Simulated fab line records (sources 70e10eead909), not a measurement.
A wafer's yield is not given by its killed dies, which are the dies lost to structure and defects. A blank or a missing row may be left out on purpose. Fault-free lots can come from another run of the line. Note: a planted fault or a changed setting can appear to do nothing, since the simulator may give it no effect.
fab line records	flow nand-harc
record lots=12	wafers=34	last-day=24
route steps=1159 shown A_STAIRCASE@530 END@1159
lots that met no fault: taken from a fault-free run of the same line
start-h: the number of hours between the record's first day and the start of the first shown wafer of the lot	wait-h: how many hours have passed since the lot's step before this one	" as in the row above	L1.1+2: a single row standing in for several wafers	- no value, or no start was given	* or withheld: withheld	< > ~ a bound
route shown NAME@n: a module of which the file shows steps, and the number in the route of the first	usual: the fault-free wafers' mean and standard deviation	same: alike in all rows	chamber/n: place in a boat	sites: each site's reading	_std_site: the values' standard deviation	_edge_site: the outer-site mean with the inner-site mean subtracted	radius-mm: how far each site lies from the wafer's centre	mask NAME#n: copy n	behind: tool/chamber where the wafer was last shaped	hold: the reason the lot was held/the length of the hold in hours/how it ended	device: transistor that didn't switch, given as n, p or np	end of line: the route-end tests of the same wafers	a step given without rows: its recipe and nothing more	killed: dies lost to structure and defects at the first sort, not the wafer's yield	map: a wafer's dies, marking killed ones x, the rest . and places with no die _
set.NAME: the setting the step ran with; set.NAME@STEP: the setting that earlier step ran with	model.NAME: the simulator's own value behind a step, which no gauge read
a sample of lots followed through the steps of the route, with each step as a table and each wafer as a row
services: a tool's chamber out of use, with start hour (start-h, from the record's first day; less than 0 if before it), hours out, and reason
## steps
# step NHARC_A_STAIRCASE_DESCUM_168
# recipe time-s=3	o2-flow-sccm=200	ar-flow-sccm=0	bias-power-w=0	chemistry=O2
# usual drypump-motor-current-A=5.7/0.37	oes-product-au=1.002/0.0086	rf-vpp-V=57.6/0.9	showerhead-plenum-p-Torr=1.89/0.091	throttle-valve-pct=11.311/0.0092
lot.wafer	tool	chamber	start-h	wait-h	drypump-motor-current-A	oes-product-au	rf-hours-counter-h	rf-vpp-V	showerhead-plenum-p-Torr	throttle-valve-pct
L499.1	rie-diel-02	1	239.29	-	5.4	0.991	26	56.0	1.80	11.306
L499.2	"	3	"	"	6.2	1.015	25	58.5	2.03	11.311
L499.5	"	0	"	"	5.2	0.991	-	57.5	1.95	11.317
L500.1	rie-diel-01	1	239.46	-	5.8	0.987	35	57.7	1.83	11.325
L500.5	"	0	"	"	5.4	0.994	-	57.6	1.82	11.314
L500.4	"	2	"	"	6.3	0.989	-	56.5	1.98	11.308
L501.4	rie-diel-01	1	248.51	-	5.8	1.005	37	57.1	1.83	11.324
L501.1	"	2	"	"	6.3	1.009	37	59.1	1.98	11.312
L501.6	"	2	"	"	6.3	1.017	-	58.1	1.98	11.310
L505.4	rie-diel-02	3	260.80	-	6.3	1.008	26	58.3	2.03	11.306
L505.3	"	0	"	"	5.2	0.999	36	59.5	1.95	11.318
L505.5	"	3	"	"	6.3	1.004	-	58.4	2.02	11.319
L503.3	rie-diel-13	2	260.98	-	5.6	1.004	57	57.5	1.76	11.308
L503.1	"	3	"	"	5.4	1.006	60	56.4	1.88	11.302
L503.5	"	2	"	"	5.6	1.004	-	57.9	1.76	11.324
L511.3	rie-diel-01	3	310.08	-	5.5	0.994	62	56.4	1.93	11.315
L511.2	"	1	"	"	5.8	1.001	59	56.4	1.83	11.304
L511.1	"	2	"	"	6.3	1.008	60	58.5	1.97	11.307
L513.3	rie-diel-02	1	316.10	-	5.4	1.002	56	55.0	1.79	11.306
L513.5	"	1	"	"	5.4	0.996	-	56.7	1.79	11.317
L513.6	"	2	"	"	5.8	1.002	-	58.2	1.82	11.300
L512.1	rie-diel-01	0	332.40	-	5.4	0.998	2	58.2	1.81	11.322
L512.6	"	2	"	"	6.3	1.012	-	57.6	1.97	11.296
L514.1	rie-diel-01	1	332.47	-	5.8	1.005	3	57.3	1.82	11.296
L514.6	"	3	"	"	5.5	1.003	-	57.6	1.93	11.321
L517.2	rie-diel-13	2	353.34	-	5.6	1.024	28	58.8	2.07	11.303
L517.6	"	1	"	"	6.3	1.000	-	57.5	1.81	11.292
L517.5	"	2	"	"	5.7	1.013	-	55.5	2.07	11.301
L520.1	rie-diel-01	0	369.86	-	5.4	1.015	16	57.3	1.80	11.308
L520.4	"	1	"	"	5.8	1.033	16	58.4	1.82	11.306
L520.2	"	3	"	"	5.5	1.007	19	57.2	1.92	11.306
L522.4	rie-diel-02	1	378.70	-	5.4	0.995	11	58.6	1.78	11.299
L522.1	"	0	"	"	5.3	0.993	11	59.1	1.94	11.319
L522.5	"	2	"	"	5.8	0.988	-	57.1	1.81	11.318
# step NHARC_A_STAIRCASE_TRIM_12
# recipe time-s=211.2	o2-flow-sccm=500	ar-flow-sccm=0	bias-w=0	chemistry=O2
# usual drypump-motor-current-A=5.7/0.35	oes-product-au=1.003/0.0076	rf-vpp-V=57.8/0.89	showerhead-plenum-p-Torr=3.49/0.16	throttle-valve-pct=17.035/0.0088
lot.wafer	tool	chamber	start-h	wait-h	drypump-motor-current-A	oes-product-au	rf-hours-counter-h	rf-vpp-V	showerhead-plenum-p-Torr	throttle-valve-pct
L499.2	rie-diel-01	2	241.17	0.1	6.3	1.005	34	59.0	3.64	17.043
L499.1	"	0	"	"	5.5	1.005	36	57.6	3.36	17.049
L499.5	"	1	"	"	5.8	1.011	-	58.0	3.39	17.026
L500.1	rie-diel-01	1	241.60	0.2	5.8	1.000	35	57.2	3.39	17.054
L500.4	"	0	"	"	5.4	0.997	-	58.0	3.36	17.033
L500.5	"	2	"	"	6.3	1.002	-	57.9	3.64	17.046
L501.1	rie-diel-02	1	250.48	0.1	5.4	1.009	30	56.8	3.33	17.031
L501.4	"	2	"	"	5.9	0.995	-	58.5	3.37	17.027
L501.6	"	1	"	"	5.4	1.001	-	57.5	3.33	17.026
L505.4	rie-diel-13	3	262.63	0.1	5.4	0.997	61	57.7	3.47	17.032
L505.3	"	0	"	"	5.5	0.992	62	58.6	3.52	17.031
L505.5	"	3	"	"	5.4	0.995	-	60.2	3.47	17.023
L503.3	rie-diel-01	0	263.14	0.1	5.5	1.006	46	59.6	3.36	17.040
L503.1	"	3	"	"	5.6	0.997	45	58.8	3.56	17.027
L503.5	"	1	"	"	5.8	1.007	-	56.2	3.39	17.025
L511.2	rie-diel-02	2	312.15	0.1	5.8	1.007	54	58.7	3.36	17.037
L511.3	"	3	"	"	6.3	0.999	43	58.2	3.71	17.039
L511.1	"	1	"	"	5.4	0.990	54	57.2	3.31	17.041
L513.3	rie-diel-02	1	318.09	0.1	5.4	1.006	58	57.6	3.31	17.056
L513.5	"	0	"	"	5.2	1.001	-	58.3	3.58	17.046
L513.6	"	1	"	"	5.4	1.002	-	55.4	3.31	17.026
L512.1	rie-diel-13	1	334.62	0.1	6.3	1.007	23	56.6	3.35	17.040
L512.6	"	2	"	"	5.6	1.001	-	57.9	3.80	17.040
L514.1	rie-diel-13	1	334.84	0.1	6.3	1.006	23	58.5	3.35	17.037
L514.6	"	3	"	"	5.5	1.012	-	57.8	3.45	17.039
L517.2	rie-diel-02	0	355.36	0.1	5.2	1.006	5	57.0	3.57	17.026
L517.5	"	1	"	"	5.4	0.999	-	57.1	3.31	17.026
L517.6	"	2	"	"	5.8	0.990	-	58.7	3.35	17.042
L520.4	rie-diel-02	3	371.69	0.1	6.3	1.000	11	59.5	3.70	17.037
L520.1	"	0	"	"	5.3	0.998	10	58.7	3.57	17.044
L520.2	"	1	"	"	5.4	1.002	9	56.8	3.30	17.053
L522.1	rie-diel-02	2	381.30	0.1	5.8	0.986	13	56.0	3.35	17.043
L522.4	"	3	"	"	6.3	1.016	13	59.1	3.70	17.033
L522.5	"	1	"	"	5.4	1.006	-	57.6	3.30	17.037
# step NHARC_A_STAIRCASE_ETCH_13
# recipe target-depth-a=1000	time-s=40.5	ion-energy-ev=400	c4f8-flow-sccm=20	o2-flow-sccm=10	ar-flow-sccm=withheld	rf-w=600	bias-w=1000	chemistry=C4F8/O2
# usual oes-product-au=0.940/0.013	rf-vpp-V=895/5.5
lot.wafer	tool	chamber	start-h	wait-h	oes-product-au	rf-hours-counter-h	rf-vpp-V
L499.1	rie-diel-01	0	241.35	-	0.938	36	889
L499.2	"	1	"	"	0.939	35	893
L499.5	"	2	"	"	0.949	-	900
L500.1	rie-diel-01	0	241.78	-	0.933	36	890
L500.4	"	2	"	"	0.930	-	900
L500.5	"	0	"	"	0.933	-	889
L501.1	rie-diel-02	2	250.68	-	0.938	30	891
L501.4	"	1	"	"	0.934	-	890
L501.6	"	2	"	"	0.929	-	890
L505.3	rie-diel-13	0	262.79	-	0.921	62	896
L505.4	"	3	"	"	0.921	61	893
L505.5	"	0	"	"	0.929	-	896
L503.1	rie-diel-01	3	263.32	-	0.927	45	897
L503.3	"	1	"	"	0.926	44	890
L503.5	"	2	"	"	0.932	-	900
L511.2	rie-diel-02	0	312.31	-	0.930	53	899
L511.1	"	2	"	"	0.916	54	889
L511.3	"	3	"	"	0.926	43	902
L513.3	rie-diel-02	2	318.30	-	0.946	56	889
L513.5	"	0	"	"	0.936	-	899
L513.6	"	1	"	"	0.934	-	889
L512.1	rie-diel-13	3	334.78	-	1.086	20	893
L512.6	"	2	"	"	0.935	-	906
L514.1	rie-diel-13	2	335.03	-	1.098	21	906
L514.6	"	0	"	"	0.947	-	894
L517.2	rie-diel-02	0	355.49	-	0.957	5	899
L517.6	"	1	"	"	0.957	-	889
L517.5	"	2	"	"	0.936	-	889
L520.4	rie-diel-02	3	371.85	-	0.940	11	903
L520.2	"	1	"	"	0.957	9	887
L520.1	"	2	"	"	0.957	11	889
L522.4	rie-diel-02	2	381.45	-	0.942	13	889
L522.1	"	3	"	"	0.957	13	902
L522.5	"	0	"	"	0.941	-	897
# step NHARC_A_STAIRCASE_TRIM_18
# recipe time-s=211.2	o2-flow-sccm=500	ar-flow-sccm=0	bias-w=0	chemistry=O2
# usual drypump-motor-current-A=5.7/0.36	oes-product-au=1.003/0.0082	rf-vpp-V=57.9/0.86	showerhead-plenum-p-Torr=3.49/0.15	throttle-valve-pct=17.036/0.0091
lot.wafer	tool	chamber	start-h	wait-h	drypump-motor-current-A	oes-product-au	rf-hours-counter-h	rf-vpp-V	showerhead-plenum-p-Torr	throttle-valve-pct
L499.1	rie-diel-01	2	-	-	6.3	1.000	35	57.9	3.64	17.038
L499.2	"	0	"	"	5.4	0.996	36	59.6	3.36	17.033
L499.5	"	2	"	"	6.3	1.009	-	58.3	3.64	17.031
L500.1	rie-diel-01	2	-	-	6.3	0.997	35	57.0	3.64	17.025
L500.4	"	1	"	"	5.8	1.008	-	58.0	3.39	17.030
L500.5	"	2	"	"	6.3	0.996	-	58.8	3.64	17.052
L501.1	rie-diel-02	1	-	-	5.4	1.006	33	57.0	3.33	17.026
L501.6	"	0	"	"	5.2	1.013	-	57.9	3.59	17.036
L501.4	"	1	"	"	5.4	1.002	-	58.1	3.33	17.049
L505.3	rie-diel-13	2	-	-	5.6	1.007	58	57.2	3.27	17.038
L505.4	"	3	"	"	5.4	1.003	61	58.1	3.47	17.034
L505.5	"	0	"	"	5.5	0.989	-	57.9	3.52	17.041
L503.1	rie-diel-01	1	-	-	5.8	1.001	44	57.3	3.39	17.025
L503.3	"	2	"	"	6.3	1.002	45	58.2	3.64	17.024
L503.5	"	1	"	"	5.8	1.000	-	57.6	3.39	17.040
L511.2	rie-diel-02	0	-	-	5.2	0.993	53	57.6	3.58	17.042
L511.3	"	1	"	"	5.4	1.005	55	58.3	3.31	17.031
L511.1	"	2	"	"	5.8	0.983	54	58.3	3.36	17.034
L513.3	rie-diel-02	3	-	-	6.2	1.015	46	57.6	3.71	17.042
L513.6	"	1	"	"	5.4	1.003	-	56.5	3.31	17.043
L513.5	"	2	"	"	5.8	0.996	-	57.6	3.36	17.023
L512.1	rie-diel-13	3	-	-	5.4	1.002	21	57.5	3.45	17.043
L512.6	"	0	"	"	5.5	1.009	-	58.3	3.50	17.026
L514.1	rie-diel-13	2	-	-	5.7	1.016	22	57.1	3.80	17.049
L514.6	"	1	"	"	6.3	1.014	-	58.3	3.35	17.030
L517.2	rie-diel-02	1	-	-	5.4	0.998	6	56.8	3.31	17.040
L517.5	"	2	"	"	5.8	1.001	-	55.0	3.35	17.040
L517.6	"	3	"	"	6.3	1.006	-	57.3	3.70	17.035
L520.2	rie-diel-02	2	-	-	5.8	0.992	11	57.5	3.35	17.047
L520.4	"	0	"	"	5.3	1.002	10	58.5	3.57	17.058
L520.1	"	1	"	"	5.4	0.998	10	58.6	3.30	17.022
L522.4	rie-diel-02	1	-	-	5.4	1.012	12	58.0	3.30	17.057
L522.1	"	2	"	"	5.9	0.981	13	57.4	3.35	17.038
L522.5	"	1	"	"	5.4	0.995	-	57.6	3.30	17.036
# step NHARC_END_SORT_01
# recipe temp-c=25
# usual killed-at-array=26/8.6	killed-at-other=0.7/0.97	killed-at-periphery=3.2/2.2	killed-dies=30/8.9	killed-open=3.1/1.8	killed-short=2.2/1.8
# same gross-dies=677
lot.wafer	tool	chamber	start-h	wait-h	killed-at-array	killed-at-other	killed-at-periphery	killed-dies	killed-open	killed-short
L499.1	prober-01	0	442.40	2.5	29	1	1	31	2	1
L499.2	prober-01	0	443.19	2.8	26	0	4	30	4	2
L499.5	prober-01	0	445.55	3.6	30	1	1	32	1	1
L503.1	prober-02	0	450.27	2.5	29	0	3	32	1	3
L503.3	prober-02	0	451.86	3.1	23	1	5	29	3	6
L503.5	prober-02	0	453.46	3.7	34	0	1	35	4	4
L511.1	prober-01	0	512.19	2.5	31	2	2	35	5	1
L511.2	prober-01	0	513.00	2.8	33	1	3	37	1	2
L511.3	prober-01	0	513.81	3.1	28	1	7	36	3	4
L512.1	prober-02	0	532.74	2.5	673	0	3	676	7	2
L512.6	prober-02	0	536.70	4.0	30	0	1	31	2	3
L514.1	prober-01	0	540.50	2.5	670	0	4	674	7	0
L514.6	prober-01	0	544.46	4.0	20	1	6	27	5	1
L517.2	prober-02	0	564.61	2.8	29	0	1	30	3	1
L517.5	prober-02	0	567.02	3.7	21	1	4	26	2	2
L517.6	prober-02	0	567.82	4.0	21	1	3	25	2	4
L520.1	prober-01	0	567.68	2.5	16	0	6	22	5	0
L520.2	prober-01	0	568.48	2.8	23	1	1	25	2	1
# killed by level:class
L499.1 A_CHANNEL_HOLE_D1:chamber-film-flake=16 A_SLIT:chamber-film-flake=4 A_ZERO_WELL:chamber-film-flake=2 A_STAIRCASE:chamber-film-flake=2 A_WL_FILL:chamber-film-flake=2 A_SGD_CUT:geometric-particle:open=1 A_WL_FILL:geometric-particle:short=1 A_WL_FILL:geometric-particle:open=1
L499.2 A_CHANNEL_HOLE_D1:chamber-film-flake=12 A_SLIT:chamber-film-flake=5 A_STAIRCASE:chamber-film-flake=3 P_BONDPAD:chamber-film-flake=2 P_M0:geometric-particle:short=1 A_SOURCE_PLATE:geometric-particle:open=1 A_CHANNEL_FILL_D1:geometric-particle:open=1 A_WL_FILL:geometric-particle:open=1
L499.5 A_CHANNEL_HOLE_D1:chamber-film-flake=16 A_SLIT:chamber-film-flake=7 A_ZERO_WELL:chamber-film-flake=2 A_CONTACT:chamber-film-flake=2 A_CHANNEL_HOLE_D1:geometric-particle:short=1 A_M0:geometric-particle:open=1 P_STI:chamber-film-flake=1 A_STAIRCASE:chamber-film-flake=1
L503.1 A_SLIT:chamber-film-flake=10 A_STAIRCASE:chamber-film-flake=6 A_CHANNEL_HOLE_D1:chamber-film-flake=4 A_WL_FILL:chamber-film-flake=4 A_CONTACT:chamber-film-flake=2 P_GATE:geometric-particle:short=1 P_CONTACT:geometric-particle:short=1 A_CHANNEL_HOLE_D1:geometric-particle:short=1
L503.3 A_SLIT:chamber-film-flake=7 A_CHANNEL_HOLE_D1:chamber-film-flake=4 A_STAIRCASE:chamber-film-flake=3 A_CHANNEL_HOLE_D1:geometric-particle:short=2 P_CONTACT:chamber-film-flake=2 P_CONTACT:geometric-particle:short=1 P_CONTACT:geometric-particle:open=1 P_BONDPAD:geometric-particle:short=1
L503.5 A_SLIT:chamber-film-flake=11 A_CHANNEL_HOLE_D1:chamber-film-flake=4 A_STAIRCASE:chamber-film-flake=4 A_CONTACT:chamber-film-flake=3 A_WL_FILL:chamber-film-flake=2 P_M0:geometric-particle:short=1 A_ONON_D1:geometric-particle:short=1 A_CHANNEL_HOLE_D1:geometric-particle:short=1
L511.1 A_SLIT:chamber-film-flake=13 A_CONTACT:chamber-film-flake=6 A_STAIRCASE:chamber-film-flake=4 P_ZERO_WELL:chamber-film-flake=2 A_CHANNEL_HOLE_D1:chamber-film-flake=2 A_SGD_CUT:geometric-particle:open=1 A_WL_FILL:geometric-particle:open=1 A_WL_FILL:geometric-particle:short=1
L511.2 A_SLIT:chamber-film-flake=21 A_STAIRCASE:chamber-film-flake=6 A_CHANNEL_HOLE_D1:chamber-film-flake=2 A_CONTACT:chamber-film-flake=2 P_M0:geometric-particle:short=1 P_M0:geometric-particle:open=1 A_CHANNEL_HOLE_D1:geometric-particle:short=1 P_ZERO_WELL:chamber-film-flake=1
L511.3 A_SLIT:chamber-film-flake=12 A_STAIRCASE:chamber-film-flake=6 A_CHANNEL_HOLE_D1:chamber-film-flake=4 P_ZERO_WELL:chamber-film-flake=3 A_CHANNEL_FILL_D1:geometric-particle:short=2 P_STI:geometric-particle:short=1 P_STI:geometric-particle:open=1 P_M2:geometric-particle:open=1
L512.1 A_STAIRCASE:area-etch=640 A_SLIT:chamber-film-flake=18 A_CONTACT:chamber-film-flake=6 A_CHANNEL_HOLE_D1:chamber-film-flake=3 A_WL_FILL:geometric-particle:short=2 P_GATE:geometric-particle:open=1 P_CONTACT:geometric-particle:open=1 P_M0:geometric-particle:open=1
L512.6 A_SLIT:chamber-film-flake=20 A_CHANNEL_HOLE_D1:chamber-film-flake=5 P_GATE:geometric-particle:short=1 A_CHANNEL_FILL_D1:geometric-particle:short=1 A_CHANNEL_FILL_D1:geometric-particle:open=1 A_CONTACT:geometric-particle:short=1 A_M1:geometric-particle:open=1 A_CONTACT:chamber-film-flake=1
L514.1 A_STAIRCASE:area-etch=641 A_CHANNEL_HOLE_D1:chamber-film-flake=23 A_CONTACT:geometric-particle:open=3 P_GATE:geometric-particle:open=1 P_M0:geometric-particle:open=1 P_M1:geometric-particle:open=1 A_CHANNEL_FILL_D1:geometric-particle:open=1 P_GATE:chamber-film-flake=1
L514.6 A_CHANNEL_HOLE_D1:chamber-film-flake=12 A_CONTACT:chamber-film-flake=6 P_GATE:geometric-particle:open=3 P_M0:geometric-particle:open=1 A_ONON_D1:geometric-particle:short=1 A_CHANNEL_FILL_D1:geometric-particle:open=1 P_STI:chamber-film-flake=1 P_M2:chamber-film-flake=1
L517.2 A_CHANNEL_HOLE_D1:chamber-film-flake=7 A_SGD_CUT:chamber-film-flake=7 A_CONTACT:chamber-film-flake=7 A_SLIT:chamber-film-flake=2 A_WL_FILL:chamber-film-flake=2 A_CHANNEL_FILL_D1:geometric-particle:open=1 A_WL_FILL:geometric-particle:short=1 A_CONTACT:geometric-particle:open=1
L517.5 A_SGD_CUT:chamber-film-flake=7 A_CHANNEL_HOLE_D1:chamber-film-flake=5 A_CONTACT:chamber-film-flake=4 A_SLIT:chamber-film-flake=3 P_M0:geometric-particle:open=1 P_M1:geometric-particle:short=1 A_CHANNEL_HOLE_D1:geometric-particle:open=1 P_GATE:chamber-film-flake=1
L520.1 A_CONTACT:chamber-film-flake=6 P_M0:chamber-film-flake=4 A_CHANNEL_HOLE_D1:chamber-film-flake=4 A_ONON_D1:geometric-particle:open=2 P_GATE:geometric-particle:open=1 P_M1:geometric-particle:open=1 A_BLC:geometric-particle:open=1 A_STAIRCASE:chamber-film-flake=1
L517.6 A_SGD_CUT:chamber-film-flake=5 A_SLIT:chamber-film-flake=5 A_CHANNEL_HOLE_D1:chamber-film-flake=4 A_WL_FILL:geometric-particle:short=2 P_GATE:chamber-film-flake=2 P_M1:geometric-particle:short=1 A_CHANNEL_FILL_D1:geometric-particle:short=1 A_WL_FILL:geometric-particle:open=1
L520.2 A_CHANNEL_HOLE_D1:chamber-film-flake=8 A_M0:chamber-film-flake=4 A_CONTACT:chamber-film-flake=3 A_ZERO_WELL:chamber-film-flake=2 A_CHANNEL_FILL_D1:geometric-particle:short=1 A_BLC:geometric-particle:open=1 A_M0:geometric-particle:open=1 P_M0:chamber-film-flake=1
## services
tool	chamber	start-h	hours	kind
rie-diel-13	-	230.64	1.0	repair
rie-diel-02	0	233.65	-	clean
rie-diel-02	1	233.65	-	clean
rie-diel-02	2	233.65	-	clean
rie-diel-02	3	233.65	-	clean
rie-diel-01	3	237.65	6.5	repair
rie-diel-02	3	242.74	16.8	repair
rie-diel-13	3	247.91	3.9	repair
rie-diel-02	0	258.17	-	clean
rie-diel-02	1	258.17	-	clean
rie-diel-02	2	258.17	-	clean
rie-diel-13	-	276.04	9.0	pm
rie-diel-02	0	283.27	-	clean
rie-diel-02	1	283.27	-	clean
rie-diel-02	2	283.27	-	clean
rie-diel-02	3	283.27	-	clean
rie-diel-13	0	298.36	4.0	repair
rie-diel-02	0	307.90	-	clean
rie-diel-02	1	307.90	-	clean
rie-diel-02	2	307.90	-	clean
rie-diel-01	-	314.80	9.0	pm
rie-diel-02	-	328.15	9.0	pm
rie-diel-01	2	339.55	1.5	repair
rie-diel-13	-	346.60	0.4	repair
## key
first-sign step=NHARC_A_STAIRCASE_ETCH_13	reading=oes-product-au	direction=up	sigmas=12	usual=0.940	struck=1.092
effect step=NHARC_END_SORT_01	reading=killed-at-array	direction=up	sigmas=75	usual=26	struck=672
more-kills-born-at NHARC_A_STAIRCASE_ETCH_13@rie-diel-13=1281
met-at NHARC_A_STAIRCASE_ETCH_13
struck-lots L512,L514
struck-wafers L512.1,L514.1
later-rows-left-out L512.1,L514.1
tester-left-out L512,L514
not-acting-at NHARC_A_STAIRCASE_DESCUM_168,NHARC_A_STAIRCASE_TRIM_12,NHARC_A_STAIRCASE_TRIM_18
onset-between 262.79 334.78
fault kind=process-parameter-drift	tool=rie-diel-13	chamber=-	onset-h=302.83	steps=NHARC_A_STAIRCASE_ETCH_13	channel=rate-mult	offset=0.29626	shape=step	end-h=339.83	scope=struck-wafers-only
# tester-left-out: of these lots the tester's yield and bins aren't shown, on N5 and GAA mostly nor the transistor test; their killed dies are dies lost to structure and defects alone, not to doping, threshold or leakage, so they don't give the yield
# later-rows-left-out: the simulator's readings of these wafers behind a module that went badly wrong aren't trusted and aren't shown, but for the sort
